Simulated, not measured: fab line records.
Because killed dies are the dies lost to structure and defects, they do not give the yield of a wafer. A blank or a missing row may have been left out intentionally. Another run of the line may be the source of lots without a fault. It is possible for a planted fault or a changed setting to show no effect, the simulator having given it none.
fab line records	flow nand-harc
record: lots: 11	wafers: 33	last-day: 24
route steps=1159 shown P_GATE@144 END@1159
lots that met no fault: taken from a fault-free run of the same line
start-h: the number of hours between the record's first day and the start of the first shown wafer of the lot	wait-h: hours elapsed since this lot's preceding step	" identical to the entry in the row above	L1.1+2: a row that stands for several wafers	- either no value or no given start	* or withheld: withheld	< > ~ a bound
route shown NAME@n: a module of which the file shows steps, and the number in the route of the first	usual: mean/standard deviation of fault-free wafers	same: alike in all rows	chamber/n: place in a boat	sites: each site's reading	_std_site: how widely they spread, as a standard deviation	_edge_site: the outer-site mean with the inner-site mean subtracted	radius-mm: for every site, how far away it sits from the centre of the wafer	mask NAME#n: copy n	behind: the tool/chamber that last shaped the wafer	hold: the reason the lot was held/the length of the hold in hours/how it ended	device: names the non-switching transistor (n, p or np)	end of line: at the end of the route, the tests of the same wafers	a step without rows: its recipe alone	killed: dies lost to structure and defects at the first sort, not the wafer's yield	map: dies across one wafer; x = killed, . = not, _ = none there
set.NAME: the run value of the setting; set.NAME@STEP: its run value at that earlier step	model.NAME: the simulator's own value behind a step, which no gauge read
one table for each step of the route and one row for each wafer, over a sample of lots
services: from which hour (start-h, from the record's first day; less than 0 if before it) a tool's chamber was out of use, for how many hours, and why
== steps ==
step: NHARC_P_GATE_DESCUM_31
recipe: time-s: 3	o2-flow-sccm: 200	ar-flow-sccm: 0	bias-power-w: 0	chemistry: O2
usual: drypump-motor-current-A: 5.8/0.42	oes-product-au: 1.003/0.0094	rf-vpp-V: 57.8/0.88	showerhead-plenum-p-Torr: 1.90/0.083	throttle-valve-pct: 11.311/0.0082
same: bias-power-w: 0
lot.wafer	tool	chamber	start-h	wait-h	drypump-motor-current-A	oes-product-au	rf-hours-counter-h	rf-vpp-V	showerhead-plenum-p-Torr	throttle-valve-pct
L100.3	rie-diel-02	3	93.68	0.1	5.9	1.002	39	58.0	1.98	11.319
L100.4	"	1	"	"	6.0	0.999	39	57.8	1.94	11.319
L100.5	"	3	"	"	5.9	1.009	-	58.6	1.98	11.329
L102.2	rie-diel-13	3	109.28	0.1	5.7	1.006	0	56.7	1.96	11.311
L102.1	"	1	"	"	5.6	1.009	0	57.9	1.94	11.321
L102.4	"	3	"	"	5.7	0.994	-	58.6	1.96	11.308
L106.2	rie-diel-02	1	126.87	0.1	6.0	1.015	54	58.1	1.93	11.308
L106.4	"	2	"	"	5.4	1.009	53	57.7	2.02	11.320
L106.3	"	3	"	"	5.9	1.011	49	58.3	1.98	11.307
L108.2	rie-diel-02	2	141.01	0.2	5.4	1.011	59	57.6	2.02	11.314
L108.1	"	0	"	"	6.4	1.004	59	58.5	1.80	11.307
L108.5	"	1	"	"	5.9	1.010	-	58.0	1.93	11.305
L117.3	rie-diel-02	3	190.16	0.1	5.8	0.993	11	58.6	1.97	11.302
L117.2	"	0	"	"	6.4	0.998	7	56.1	1.80	11.319
L117.6	"	3	"	"	5.9	0.996	-	58.2	1.97	11.306
L116.2	rie-diel-05	0	190.64	0.1	5.8	0.996	4	57.2	1.80	11.302
L116.1	"	1	"	"	5.2	0.999	4	56.8	1.81	11.309
L116.6	"	0	"	"	5.9	0.988	-	56.8	1.80	11.322
L118.1	rie-diel-05	2	202.05	0.1	6.7	0.990	6	59.1	1.83	11.308
L118.3	"	3	"	"	5.7	0.984	7	58.0	2.00	11.317
L118.5	"	1	"	"	5.2	1.000	-	57.3	1.81	11.308
L119.4	rie-diel-02	2	208.28	0.1	5.4	1.017	10	58.0	2.01	11.306
L119.2	"	0	"	"	6.4	1.004	15	57.2	1.80	11.312
L119.6	"	2	"	"	5.4	1.014	-	59.0	2.01	11.312
L120.4	rie-diel-13	1	218.20	0.1	5.6	1.013	46	57.0	1.93	11.317
L120.1	"	2	"	"	5.7	1.001	46	58.3	1.84	11.316
L120.6	"	0	"	"	5.1	1.009	-	58.1	1.83	11.308
L122.1	rie-diel-02	0	218.34	0.1	6.4	1.002	18	57.6	1.80	11.315
L122.2	"	2	"	"	5.4	1.025	13	57.8	2.01	11.315
L122.5	"	0	"	"	6.4	0.999	-	58.2	1.80	11.314
L121.4	rie-diel-05	1	218.70	0.1	5.2	0.997	10	57.2	1.80	11.298
L121.3	"	0	"	"	5.9	1.005	10	57.2	1.80	11.306
L121.5	"	1	"	"	5.2	1.003	-	58.4	1.81	11.308
step: NHARC_P_GATE_HM_OPEN_105
recipe: target-depth-a: 3600	o2-flow-sccm: 400	cos-flow-sccm: 20	ar-flow-sccm: 0	rf-w: 500	bias-w: 300	chemistry: O2/COS
usual: drypump-motor-current-A: 5.8/0.4	oes-product-au: 1.003/0.0085	rf-vpp-V: 467.2/2.8	showerhead-plenum-p-Torr: 3.12/0.13	throttle-valve-pct: 28.330/0.0097
lot.wafer	tool	chamber	start-h	wait-h	drypump-motor-current-A	oes-product-au	rf-hours-counter-h	rf-vpp-V	showerhead-plenum-p-Torr	throttle-valve-pct
L100.3	rie-diel-02	2	-	-	5.4	1.011	40	471.7	3.29	28.331
L100.4	"	0	"	"	6.4	1.005	39	464.0	2.96	28.333
L100.5	"	2	"	"	5.4	1.007	-	470.5	3.29	28.334
L102.1	rie-diel-13	3	-	-	5.7	1.006	0	470.4	3.20	28.305
L102.2	"	1	"	"	5.6	1.002	0	468.4	3.17	28.322
L102.4	"	2	"	"	5.6	1.010	-	466.0	3.04	28.308
L106.4	rie-diel-02	2	-	-	5.4	0.996	53	470.5	3.29	28.332
L106.3	"	3	"	"	5.9	1.001	49	468.1	3.22	28.348
L106.2	"	1	"	"	5.9	1.004	54	467.5	3.15	28.362
L108.2	rie-diel-02	2	-	-	5.4	1.006	59	469.0	3.28	28.331
L108.1	"	3	"	"	5.9	1.010	53	469.7	3.22	28.310
L108.5	"	2	"	"	5.4	1.006	-	470.7	3.28	28.330
L117.3	rie-diel-02	0	-	-	6.4	1.000	7	462.6	2.95	28.334
L117.2	"	1	"	"	5.9	0.996	12	468.4	3.14	28.330
L117.6	"	3	"	"	5.9	1.019	-	469.7	3.21	28.323
L116.1	rie-diel-05	0	-	-	5.9	1.004	4	462.2	2.94	28.315
L116.2	"	3	"	"	5.7	0.988	3	468.3	3.26	28.331
L116.6	"	1	"	"	5.2	0.990	-	464.8	2.96	28.319
L118.1	rie-diel-05	2	-	-	6.6	0.991	6	465.6	2.99	28.330
L118.3	"	1	"	"	5.2	0.994	7	463.8	2.96	28.330
L118.5	"	3	"	"	5.7	0.989	-	469.0	3.26	28.326
L119.4	rie-diel-02	1	-	-	6.0	0.993	19	467.6	3.14	28.341
L119.2	"	0	"	"	6.4	1.010	16	463.9	2.94	28.344
L119.6	"	1	"	"	6.0	1.006	-	468.6	3.14	28.332
L120.4	rie-diel-13	0	-	-	5.1	1.009	45	463.1	3.00	28.333
L120.1	"	1	"	"	5.6	1.017	46	467.0	3.15	28.331
L120.6	"	3	"	"	5.7	1.002	-	469.7	3.18	28.348
L122.1	rie-diel-02	2	-	-	5.4	1.020	13	470.7	3.27	28.341
L122.2	"	3	"	"	5.9	1.001	22	469.5	3.20	28.329
L122.5	"	3	"	"	5.9	0.992	-	468.9	3.20	28.321
L121.4	rie-diel-05	3	-	-	5.7	0.978	9	468.9	3.26	28.336
L121.3	"	0	"	"	5.9	1.008	10	464.0	2.94	28.334
L121.5	"	1	"	"	5.2	1.000	-	462.7	2.96	28.319
step: NHARC_P_GATE_EXPOSE_43
recipe: na: 0.6	target-cd-nm: 720	dose-mj: 14.81	mask-id: P_NSD
usual: focus-offset-nm: 0.0/0.52
same: na: 0.6
lot.wafer	tool	chamber	start-h	wait-h	mask	focus-offset-nm
L100.3	krf-scanner-03	0	105.93	-	P_NSD#0	-0.3
L100.4	"	0	"	"	P_NSD#0	0.5
L100.5	"	0	"	"	P_NSD#0	0.3
L102.1	krf-scanner-04	0	121.05	-	P_NSD#0	0.3
L102.2	"	0	"	"	P_NSD#0	-0.4
L102.4	"	0	"	"	P_NSD#0	0.0
L106.2	krf-scanner-01	0	138.64	-	P_NSD#0	-0.7
L106.3	"	0	"	"	P_NSD#0	-0.3
L106.4	"	0	"	"	P_NSD#0	-1.6
L108.1	krf-scanner-04	0	152.87	-	P_PSD#0	0.7
L108.2	"	0	"	"	P_PSD#0	0.4
L108.5	"	0	"	"	P_PSD#0	-0.1
L117.2	krf-scanner-03	0	202.32	-	P_NSD#0	-0.7
L117.3	"	0	"	"	P_NSD#0	-0.2
L117.6	"	0	"	"	P_NSD#0	-1.1
L116.1	krf-scanner-01	0	202.48	-	P_NSD#0	1.1
L116.2	"	0	"	"	P_NSD#0	0.1
L116.6	"	0	"	"	P_NSD#0	-0.4
L118.1	krf-scanner-04	0	213.71	-	P_NSD#0	-1.0
L118.3	"	0	"	"	P_NSD#0	-0.6
L118.5	"	0	"	"	P_NSD#0	0.2
L119.2	krf-scanner-03	0	222.32	-	P_NSD#0	-0.3
L119.4	"	0	"	"	P_NSD#0	0.2
L119.6	"	0	"	"	P_NSD#0	-0.1
L122.1	krf-scanner-04	0	229.97	-	P_NSD#0	-0.4
L122.2	"	0	"	"	P_NSD#0	0.6
L122.5	"	0	"	"	P_NSD#0	0.2
L120.1	krf-scanner-01	0	230.13	-	P_NSD#0	0.1
L120.4	"	0	"	"	P_NSD#0	0.9
L120.6	"	0	"	"	P_NSD#0	-0.2
L121.3	krf-scanner-04	0	230.45	-	P_NSD#0	-0.1
L121.4	"	0	"	"	P_NSD#0	0.5
L121.5	"	0	"	"	P_NSD#0	-1.0
step: NHARC_P_GATE_CD_MEAS_46
recipe: target-cd-nm: 720	landing-energy-ev: 500
usual: cd-nm: 719.2/1.9
lot.wafer	tool	chamber	start-h	wait-h	cd-nm
L100.3	cd-sem-03	0	106.09	-	717.9
L100.4	"	0	"	"	717.4
L100.5	"	0	"	"	720.4
L102.1	cd-sem-02	0	121.20	-	723.1
L102.2	"	0	"	"	721.6
L102.4	"	0	"	"	719.0
L106.2	cd-sem-02	0	138.79	-	719.9
L106.3	"	0	"	"	721.8
L106.4	"	0	"	"	720.2
L108.1	cd-sem-03	0	153.03	-	-
L108.2	"	0	"	"	-
L108.5	"	0	"	"	-
L117.2	cd-sem-01	0	202.48	-	719.0
L117.3	"	0	"	"	719.9
L117.6	"	0	"	"	719.6
L116.1	cd-sem-02	0	202.65	-	719.4
L116.2	"	0	"	"	716.7
L116.6	"	0	"	"	716.1
L118.1	cd-sem-02	0	213.87	-	719.4
L118.3	"	0	"	"	719.5
L118.5	"	0	"	"	720.7
L119.2	cd-sem-01	0	222.47	-	718.6
L119.4	"	0	"	"	714.2
L119.6	"	0	"	"	716.8
L122.1	cd-sem-02	0	230.12	-	717.9
L122.2	"	0	"	"	717.8
L122.5	"	0	"	"	716.4
L120.1	cd-sem-03	0	230.28	-	721.1
L120.4	"	0	"	"	721.3
L120.6	"	0	"	"	722.6
L121.3	cd-sem-03	0	230.60	-	717.1
L121.4	"	0	"	"	721.1
L121.5	"	0	"	"	717.7
step: NHARC_P_GATE_DESCUM_48
recipe: time-s: 3	o2-flow-sccm: 200	ar-flow-sccm: 0	bias-power-w: 0	chemistry: O2
usual: drypump-motor-current-A: 5.9/0.47	oes-product-au: 0.998/0.0088	rf-vpp-V: 57.7/1	showerhead-plenum-p-Torr: 1.88/0.084	throttle-valve-pct: 11.311/0.0088
same: bias-power-w: 0
lot.wafer	tool	chamber	start-h	wait-h	drypump-motor-current-A	oes-product-au	rf-hours-counter-h	rf-vpp-V	showerhead-plenum-p-Torr	throttle-valve-pct
L100.3	rie-diel-05	3	106.24	-	5.7	0.991	21	56.5	2.01	11.306
L100.4	"	2	"	"	6.6	0.998	21	57.4	1.83	11.318
L100.5	"	3	"	"	5.7	1.001	-	58.4	2.01	11.293
L102.1	rie-diel-05	2	121.38	-	6.7	1.007	23	58.7	1.83	11.299
L102.2	"	3	"	"	5.7	0.996	24	58.4	2.01	11.328
L102.4	"	0	"	"	5.8	0.997	-	56.3	1.80	11.318
L106.3	rie-diel-05	3	138.95	-	5.7	1.000	28	58.8	2.01	11.308
L106.2	"	2	"	"	6.7	1.000	28	58.9	1.83	11.307
L106.4	"	3	"	"	5.6	0.992	-	57.6	2.01	11.298
L108.1	rie-diel-05	2	153.20	-	6.7	1.002	32	55.2	1.83	11.322
L108.2	"	3	"	"	5.7	0.982	33	58.3	2.01	11.317
L108.5	"	3	"	"	5.7	0.992	-	56.9	2.01	11.302
L117.2	rie-diel-05	1	202.65	-	5.2	0.994	7	59.0	1.81	11.316
L117.3	"	2	"	"	6.6	0.989	6	59.3	1.83	11.289
L117.6	"	0	"	"	5.9	1.007	-	58.7	1.80	11.321
L116.2	rie-diel-05	1	202.81	-	5.2	0.985	7	58.0	1.81	11.324
L116.1	"	0	"	"	5.9	1.002	7	57.8	1.80	11.300
L116.6	"	2	"	"	6.7	0.987	-	56.7	1.83	11.325
L118.3	rie-diel-05	2	214.04	-	6.6	0.987	8	58.0	1.83	11.306
L118.1	"	3	"	"	5.7	0.983	9	59.2	2.00	11.304
L118.5	"	1	"	"	5.2	0.994	-	56.9	1.81	11.307
L119.4	rie-diel-05	2	222.63	-	6.7	0.982	9	58.3	1.83	11.312
L119.2	"	3	"	"	5.7	0.994	10	57.3	2.00	11.309
L119.6	"	2	"	"	6.7	0.989	-	58.6	1.83	11.315
L122.1	rie-diel-05	3	230.30	-	5.7	0.990	11	59.1	2.00	11.301
L122.2	"	1	"	"	5.2	1.002	12	57.9	1.80	11.308
L122.5	"	2	"	"	6.6	0.992	-	58.3	1.82	11.307
L120.4	rie-diel-05	1	230.46	-	5.2	0.997	12	57.2	1.80	11.324
L120.1	"	3	"	"	5.7	0.981	11	57.9	2.00	11.308
L120.6	"	0	"	"	5.8	1.004	-	56.9	1.80	11.304
L121.3	rie-diel-13	0	230.78	-	5.1	1.006	51	57.7	1.83	11.308
L121.4	"	1	"	"	5.6	1.018	46	58.0	1.93	11.320
L121.5	"	0	"	"	5.1	1.006	-	58.5	1.83	11.314
step: NHARC_END_SORT_01
recipe: temp-c: 25
usual: killed-at-array: 27/11	killed-at-other: 0.6/0.89	killed-at-periphery: 3.0/2.4	killed-dies: 31/12	killed-open: 3.2/1.6	killed-short: 2.0/1.5
same: gross-dies: 677
lot.wafer	tool	chamber	start-h	wait-h	hold	killed-at-array	killed-at-other	killed-at-periphery	killed-dies	killed-open	killed-short
L100.3	prober-01	0	458.34	3.1	-	23	1	4	28	3	0
L100.4	prober-01	0	459.14	3.4	-	21	0	4	25	2	0
L100.5	prober-01	0	459.93	3.7	-	33	0	1	34	2	4
L102.1	prober-02	0	464.75	2.5	-	10	0	0	10	5	0
L102.2	prober-02	0	465.55	2.8	-	12	0	2	14	4	0
L102.4	prober-02	0	467.16	3.4	-	12	0	4	16	3	4
L106.2	prober-02	0	481.20	2.8	-	32	1	2	35	3	3
L106.3	prober-02	0	481.99	3.1	-	42	2	1	45	4	4
L106.4	prober-02	0	482.78	3.4	-	36	4	4	44	2	5
L108.1	prober-02	0	498.77	2.4	await-dispo/2.1h/scrap	37	1	639	677	0	2
L108.2	prober-02	0	499.57	2.8	await-dispo/2.1h/scrap	31	0	646	677	6	0
L108.5	prober-02	0	501.97	3.7	await-dispo/2.1h/scrap	38	1	638	677	5	4
L117.2	prober-01	0	535.28	2.8	-	25	0	4	29	4	1
L117.3	prober-01	0	536.09	3.1	-	27	1	7	35	1	2
L117.6	prober-01	0	538.51	4.0	-	41	1	10	52	2	5
L116.1	prober-02	0	547.69	2.5	-	11	1	3	15	3	1
L116.2	prober-02	0	548.51	2.8	-	12	1	3	16	4	5
L116.6	prober-02	0	551.75	4.1	-	13	1	0	14	3	1
L118.1	prober-01	0	555.51	2.5	-	27	1	2	30	2	1
L118.3	prober-01	0	557.10	3.1	-	22	1	1	24	2	0
L118.5	prober-01	0	558.69	3.7	-	21	0	1	22	0	1
L120.1	prober-01	0	563.51	2.5	-	26	1	5	32	2	2
L120.4	prober-01	0	565.91	3.4	-	36	0	8	44	3	0
L120.6	prober-01	0	567.52	4.0	-	35	2	3	40	1	2
L122.1	prober-02	0	563.52	2.5	-	31	1	1	33	1	3
L122.2	prober-02	0	564.31	2.8	-	31	1	4	36	4	0
L122.5	prober-02	0	566.69	3.7	-	21	0	1	22	0	3
L119.2	prober-02	0	576.53	2.8	-	46	0	5	51	3	2
L119.4	prober-02	0	578.13	3.4	-	51	0	2	53	4	4
L119.6	prober-02	0	579.72	4.0	-	39	0	2	41	4	2
L121.3	prober-01	0	577.32	3.1	-	17	0	3	20	5	2
L121.4	prober-01	0	578.11	3.4	-	28	0	0	28	2	2
L121.5	prober-01	0	578.90	3.7	-	20	1	0	21	3	3
killed by level:class
L100.3 A_CHANNEL_HOLE_D1:chamber-film-flake=9 A_SLIT:chamber-film-flake=9 A_M0:geometric-particle:open=2 P_STI:chamber-film-flake=2 A_STAIRCASE:chamber-film-flake=2 P_CONTACT:geometric-particle:open=1 P_GATE:chamber-film-flake=1 A_CONTACT:chamber-film-flake=1
L100.4 A_CHANNEL_HOLE_D1:chamber-film-flake=8 A_SLIT:chamber-film-flake=7 A_STAIRCASE:chamber-film-flake=3 P_GATE:chamber-film-flake=2 P_GATE:geometric-particle:open=1 A_CONTACT:geometric-particle:open=1 P_STI:chamber-film-flake=1 A_CONTACT:chamber-film-flake=1
L100.5 A_CHANNEL_HOLE_D1:chamber-film-flake=14 A_SLIT:chamber-film-flake=6 A_WL_FILL:chamber-film-flake=3 A_CONTACT:chamber-film-flake=2 A_ONON_D1:geometric-particle:open=1 A_CHANNEL_HOLE_D1:geometric-particle:short=1 A_CHANNEL_FILL_D1:geometric-particle:short=1 A_CONTACT:geometric-particle:open=1
L102.1 A_CHANNEL_HOLE_D1:geometric-particle:open=2 A_M0:geometric-particle:open=2 A_CHANNEL_FILL_D1:chamber-film-flake=2 A_SLIT:chamber-film-flake=2 A_WL_FILL:geometric-particle:open=1 A_CHANNEL_HOLE_D1:chamber-film-flake=1
L102.2 A_CHANNEL_HOLE_D1:chamber-film-flake=3 A_CONTACT:geometric-particle:open=2 A_CHANNEL_FILL_D1:chamber-film-flake=2 P_CONTACT:geometric-particle:open=1 A_M1:geometric-particle:open=1 P_GATE:chamber-film-flake=1 A_STAIRCASE:chamber-film-flake=1 A_SLIT:chamber-film-flake=1
L102.4 P_GATE:chamber-film-flake=3 A_CHANNEL_HOLE_D1:chamber-film-flake=2 A_SLIT:chamber-film-flake=2 P_GATE:geometric-particle:short=1 A_CHANNEL_FILL_D1:geometric-particle:open=1 A_SGD_CUT:geometric-particle:open=1 A_WL_FILL:geometric-particle:short=1 A_CONTACT:geometric-particle:short=1
L106.2 A_CHANNEL_HOLE_D1:chamber-film-flake=13 A_SLIT:chamber-film-flake=7 A_STAIRCASE:chamber-film-flake=6 A_CHANNEL_FILL_D1:geometric-particle:short=2 A_CONTACT:chamber-film-flake=2 P_CONTACT:geometric-particle:open=1 P_M1:geometric-particle:short=1 A_M0:geometric-particle:open=1
L106.3 A_SLIT:chamber-film-flake=13 A_CHANNEL_HOLE_D1:chamber-film-flake=11 A_STAIRCASE:chamber-film-flake=9 A_CHANNEL_HOLE_D1:geometric-particle:short=2 A_CONTACT:chamber-film-flake=2 P_M0:geometric-particle:open=1 A_SOURCE_PLATE:geometric-particle:open=1 A_CHANNEL_FILL_D1:geometric-particle:short=1
L106.4 A_SLIT:chamber-film-flake=12 A_CHANNEL_HOLE_D1:chamber-film-flake=8 A_STAIRCASE:chamber-film-flake=6 THIN_TSV:chamber-film-flake=4 A_CONTACT:chamber-film-flake=3 A_M0:geometric-particle:short=2 A_WL_FILL:chamber-film-flake=2 P_M0:geometric-particle:open=1
L108.1 P_GATE:area-expose=637 A_CHANNEL_HOLE_D1:chamber-film-flake=13 A_SLIT:chamber-film-flake=8 A_STAIRCASE:chamber-film-flake=6 A_CONTACT:chamber-film-flake=6 P_GATE:chamber-film-flake=2 A_ZERO_WELL:chamber-film-flake=2 A_CHANNEL_FILL_D1:geometric-particle:short=1
L108.2 P_GATE:area-expose=643 A_CHANNEL_HOLE_D1:chamber-film-flake=13 A_SLIT:chamber-film-flake=8 A_CONTACT:geometric-particle:open=2 A_M0:geometric-particle:open=2 A_CONTACT:chamber-film-flake=2 P_M1:geometric-particle:open=1 A_BLC:geometric-particle:open=1
L108.5 P_GATE:area-expose=637 A_CHANNEL_HOLE_D1:chamber-film-flake=18 A_SLIT:chamber-film-flake=9 A_SGD_CUT:geometric-particle:short=2 A_ZERO_WELL:chamber-film-flake=2 P_CONTACT:geometric-particle:open=1 A_CHANNEL_HOLE_D1:geometric-particle:short=1 A_SGD_CUT:geometric-particle:open=1
L117.2 A_SLIT:chamber-film-flake=9 A_CONTACT:chamber-film-flake=6 P_STI:chamber-film-flake=2 A_CHANNEL_HOLE_D1:chamber-film-flake=2 A_CHANNEL_FILL_D1:chamber-film-flake=2 A_STAIRCASE:chamber-film-flake=2 P_CONTACT:geometric-particle:open=1 A_ONON_D1:geometric-particle:open=1
L117.3 A_SLIT:chamber-film-flake=12 A_CHANNEL_HOLE_D1:chamber-film-flake=5 A_STAIRCASE:chamber-film-flake=4 A_CONTACT:chamber-film-flake=3 A_SGD_CUT:geometric-particle:short=2 P_GATE:chamber-film-flake=2 P_M2:chamber-film-flake=2 P_M0:geometric-particle:open=1
L117.6 A_SLIT:chamber-film-flake=16 A_CHANNEL_HOLE_D1:chamber-film-flake=9 A_CONTACT:chamber-film-flake=5 P_M2:chamber-film-flake=4 A_ONON_D1:geometric-particle:short=3 A_CHANNEL_FILL_D1:chamber-film-flake=3 A_STAIRCASE:chamber-film-flake=3 P_STI:chamber-film-flake=2
L116.1 P_BONDPAD:chamber-film-flake=3 A_CONTACT:chamber-film-flake=3 A_CHANNEL_HOLE_D1:chamber-film-flake=2 A_WL_FILL:geometric-particle:short=1 A_WL_FILL:geometric-particle:open=1 A_CONTACT:geometric-particle:open=1 A_M1:geometric-particle:open=1 A_STAIRCASE:chamber-film-flake=1
L116.2 A_CHANNEL_HOLE_D1:chamber-film-flake=5 P_CONTACT:geometric-particle:open=1 P_M0:geometric-particle:short=1 P_M1:geometric-particle:open=1 A_ONON_D1:geometric-particle:short=1 A_WL_FILL:geometric-particle:short=1 A_CONTACT:geometric-particle:open=1 A_CONTACT:geometric-particle:short=1
L116.6 A_CHANNEL_HOLE_D1:chamber-film-flake=4 A_STAIRCASE:chamber-film-flake=3 A_WL_FILL:geometric-particle:open=2 A_CONTACT:chamber-film-flake=2 A_WL_FILL:geometric-particle:short=1 STARTING-WAFER:geometric-particle:open=1 A_SGD_CUT:chamber-film-flake=1
L118.1 A_CHANNEL_HOLE_D1:chamber-film-flake=18 A_CONTACT:chamber-film-flake=3 A_SGD_CUT:geometric-particle:open=2 A_CHANNEL_FILL_D1:chamber-film-flake=2 A_ONON_D1:geometric-particle:short=1 P_STI:chamber-film-flake=1 P_BONDPAD:chamber-film-flake=1 A_STAIRCASE:chamber-film-flake=1
L118.3 A_CHANNEL_HOLE_D1:chamber-film-flake=15 A_STAIRCASE:chamber-film-flake=2 A_CHANNEL_FILL_D1:chamber-film-flake=2 A_ONON_D1:geometric-particle:open=1 A_CONTACT:geometric-particle:open=1 P_ZERO_WELL:chamber-film-flake=1 A_CONTACT:chamber-film-flake=1 THIN_TSV:chamber-film-flake=1
L118.5 A_CHANNEL_HOLE_D1:chamber-film-flake=18 A_STAIRCASE:chamber-film-flake=2 A_ONON_D1:geometric-particle:short=1 P_BONDPAD:chamber-film-flake=1
L120.1 A_SLIT:chamber-film-flake=13 A_CHANNEL_HOLE_D1:chamber-film-flake=5 A_CHANNEL_FILL_D1:chamber-film-flake=3 P_CONTACT:chamber-film-flake=2 P_GATE:geometric-particle:open=1 P_GATE:geometric-particle:short=1 A_CHANNEL_FILL_D1:geometric-particle:open=1 A_M1:geometric-particle:short=1
L122.1 A_CHANNEL_HOLE_D1:chamber-film-flake=18 A_CONTACT:chamber-film-flake=5 A_STAIRCASE:chamber-film-flake=4 A_CHANNEL_FILL_D1:geometric-particle:short=2 P_M2:geometric-particle:short=1 A_M0:geometric-particle:open=1 A_SLIT:chamber-film-flake=1 THIN_TSV:chamber-film-flake=1
L122.2 A_CHANNEL_HOLE_D1:chamber-film-flake=22 A_CONTACT:chamber-film-flake=4 A_WL_FILL:geometric-particle:open=2 P_CONTACT:geometric-particle:open=1 A_CONTACT:geometric-particle:open=1 P_STI:chamber-film-flake=1 P_CONTACT:chamber-film-flake=1 P_BONDPAD:chamber-film-flake=1
L120.4 A_CHANNEL_HOLE_D1:chamber-film-flake=14 A_SLIT:chamber-film-flake=13 P_CONTACT:chamber-film-flake=4 A_CONTACT:chamber-film-flake=4 A_STAIRCASE:chamber-film-flake=3 P_GATE:chamber-film-flake=2 P_CONTACT:geometric-particle:open=1 P_M1:geometric-particle:open=1
L122.5 A_CHANNEL_HOLE_D1:chamber-film-flake=13 A_CONTACT:chamber-film-flake=5 A_SOURCE_PLATE:geometric-particle:short=1 A_CHANNEL_HOLE_D1:geometric-particle:short=1 A_CHANNEL_FILL_D1:geometric-particle:short=1 P_BONDPAD:chamber-film-flake=1
L120.6 A_SLIT:chamber-film-flake=15 A_CHANNEL_HOLE_D1:chamber-film-flake=12 A_STAIRCASE:chamber-film-flake=3 A_CONTACT:chamber-film-flake=2 THIN_TSV:chamber-film-flake=2 P_M1:geometric-particle:open=1 A_SOURCE_PLATE:geometric-particle:short=1 A_STAIRCASE:geometric-particle:short=1
L119.2 A_CHANNEL_HOLE_D1:chamber-film-flake=20 A_SLIT:chamber-film-flake=16 P_STI:chamber-film-flake=2 A_ZERO_WELL:chamber-film-flake=2 A_STAIRCASE:chamber-film-flake=2 A_CONTACT:chamber-film-flake=2 P_CONTACT:geometric-particle:open=1 A_ONON_D1:geometric-particle:short=1
L121.3 A_CHANNEL_HOLE_D1:chamber-film-flake=5 A_STAIRCASE:chamber-film-flake=2 A_CONTACT:chamber-film-flake=2 A_BONDPAD:chamber-film-flake=2 P_STI:geometric-particle:open=1 P_GATE:geometric-particle:short=1 A_ONON_D1:geometric-particle:open=1 A_CHANNEL_FILL_D1:geometric-particle:open=1
L121.4 A_CONTACT:chamber-film-flake=8 A_WL_FILL:chamber-film-flake=6 A_CHANNEL_FILL_D1:chamber-film-flake=4 A_CHANNEL_HOLE_D1:chamber-film-flake=3 A_STAIRCASE:chamber-film-flake=3 A_WL_FILL:geometric-particle:open=2 A_SGD_CUT:geometric-particle:short=1 A_WL_FILL:geometric-particle:short=1
L119.4 A_CHANNEL_HOLE_D1:chamber-film-flake=21 A_SLIT:chamber-film-flake=11 A_CONTACT:chamber-film-flake=10 A_SOURCE_PLATE:geometric-particle:short=2 A_CONTACT:geometric-particle:open=2 P_M0:geometric-particle:open=1 P_M2:geometric-particle:open=1 A_CHANNEL_FILL_D1:geometric-particle:short=1
L121.5 A_CHANNEL_HOLE_D1:chamber-film-flake=8 A_CONTACT:chamber-film-flake=4 A_CHANNEL_FILL_D1:chamber-film-flake=2 A_ONON_D1:geometric-particle:open=1 A_SGD_CUT:geometric-particle:short=1 A_CONTACT:geometric-particle:open=1 A_CONTACT:geometric-particle:short=1 A_BLC:geometric-particle:open=1
L119.6 A_CHANNEL_HOLE_D1:chamber-film-flake=14 A_SLIT:chamber-film-flake=14 A_CONTACT:chamber-film-flake=5 A_CHANNEL_FILL_D1:geometric-particle:open=2 A_ZERO_WELL:chamber-film-flake=2 P_CONTACT:geometric-particle:open=1 P_M2:geometric-particle:short=1 A_CHANNEL_FILL_D1:geometric-particle:short=1
== services ==
tool	chamber	start-h	hours	kind
krf-scanner-01	-	84.00	4.0	pm
rie-diel-05	0	93.79	-	clean
rie-diel-05	1	93.79	-	clean
rie-diel-05	2	93.79	-	clean
rie-diel-05	3	93.79	-	clean
rie-diel-13	-	99.00	9.0	pm
krf-scanner-04	-	106.10	4.9	repair
rie-diel-05	1	112.26	52.3	repair
rie-diel-05	0	118.29	-	clean
rie-diel-05	2	118.29	-	clean
rie-diel-02	3	120.17	5.6	repair
krf-scanner-04	-	126.00	4.0	pm
krf-scanner-03	-	127.41	2.0	repair
rie-diel-02	-	150.78	9.0	pm
rie-diel-05	-	160.11	0.2	repair
rie-diel-05	-	163.60	9.0	pm
krf-scanner-01	-	164.18	2.4	repair
rie-diel-02	0	166.70	11.0	repair
krf-scanner-03	-	168.00	4.0	pm
rie-diel-02	2	178.96	18.6	repair
rie-diel-05	2	214.35	2.3	repair
rie-diel-13	1	221.55	8.9	repair
krf-scanner-03	-	224.23	0.4	repair
rie-diel-05	2	226.33	2.6	repair
== key ==
first-sign: step: NHARC_P_GATE_EXPOSE_43	reading: mask	direction: changed
effect: step: NHARC_P_GATE_CD_MEAS_46	reading: cd-nm	direction: missing
effect: step: NHARC_END_SORT_01	reading: killed-at-periphery	direction: up	sigmas: 99+	usual: 3.0	struck: 641
more-kills-born-at: NHARC_P_GATE_EXPOSE_43@krf-scanner-04: 1917
met-at NHARC_P_GATE_EXPOSE_43
struck-lots L108
later-rows-left-out L108.1,L108.2,L108.5
tester-left-out L108
not-acting-at NHARC_P_GATE_DESCUM_31,NHARC_P_GATE_HM_OPEN_105,NHARC_P_GATE_DESCUM_48
onset-between 121.05 152.87
fault: kind: wrong-mask	tool: any	chamber: -	onset-h: 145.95	steps: NHARC_P_GATE_EXPOSE_43	aux-copy: P_PSD#0	scope: struck-lots-only
tester-left-out: of these lots the tester's yield and bins aren't shown, on N5 and GAA mostly nor the transistor test; their killed dies are dies lost to structure and defects alone, not to doping, threshold or leakage, so they don't give the yield
later-rows-left-out: the simulator's readings of these wafers behind a module that went badly wrong aren't trusted and aren't shown, but for the sort
